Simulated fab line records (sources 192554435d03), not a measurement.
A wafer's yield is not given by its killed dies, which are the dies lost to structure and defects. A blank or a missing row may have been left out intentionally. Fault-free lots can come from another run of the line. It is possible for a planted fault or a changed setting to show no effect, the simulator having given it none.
Chamber matching ; flow n5-finfet ; uv-cure-01 running N5_BEOL_M5_CURE_80: 3 sister chambers
The step cures SiCOH lowk, time 120 s. 6 wafers are shown with their chamber, then 11 later ones without.

== WAFERS WITH THEIR CHAMBER ==
wafer;chamber;wafer_temp_C_max;lamp-power-pct (%)
L083.4;1;371.6;52.28
L083.5;1;371.6;52.32
L088.5;2;371.1;52.27
L087.2;0;370.8;52.30
L087.3;0;370.7;52.34
L092.2;2;371.6;52.32

== WAFERS WHOSE CHAMBER IS MISSING ==
wafer;wafer_temp_C_max;lamp-power-pct (%)
L092.4;371.3;52.35
L092.5;372.3;52.28
L093.3;370.8;52.25
L093.5;370.9;52.29
L093.6;370.7;52.21
L095.1;372.1;52.35
L095.2;371.3;52.27
L095.4;372.1;52.31
L096.1;371.6;52.34
L096.5;371.5;52.39
L096.6;371.7;52.28

== WHICH CHAMBER EACH ONE RAN IN ==
wafer;from the rows above;in truth
L092.4;can't be placed: 2 or 1 or 0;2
L092.5;can't be placed: 1 or 2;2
L093.3;can't be placed: 0 or 2 or 1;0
L093.5;can't be placed: 0 or 2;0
L093.6;can't be placed: 0 or 2 or 1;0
L095.1;can't be placed: 1 or 2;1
L095.2;can't be placed: 2 or 1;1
L095.4;can't be placed: 1 or 2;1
L096.1;can't be placed: 1 or 2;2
L096.5;can't be placed: 1 or 2 or 0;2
L096.6;can't be placed: 1 or 2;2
0 of 11 placed correctly. Can't be placed from these rows: 11 (the true chamber is among the candidates in 11). 0 placed wrongly.
How it was worked out, from the rows above alone: a wafer's distance from a chamber is the root of the sum, over the readings, of the square of ((its reading less the chamber's mean) divided by the reading's scatter). The wafer belongs to the nearest chamber; if the next one is less than 2 further off, it can't be placed. The mean given for a chamber averages the wafers shown for that chamber. The scatter is the square root of a quotient: the sum, over the shown wafers, of each reading's squared deviation from its chamber's mean, divided by wafers minus chambers.
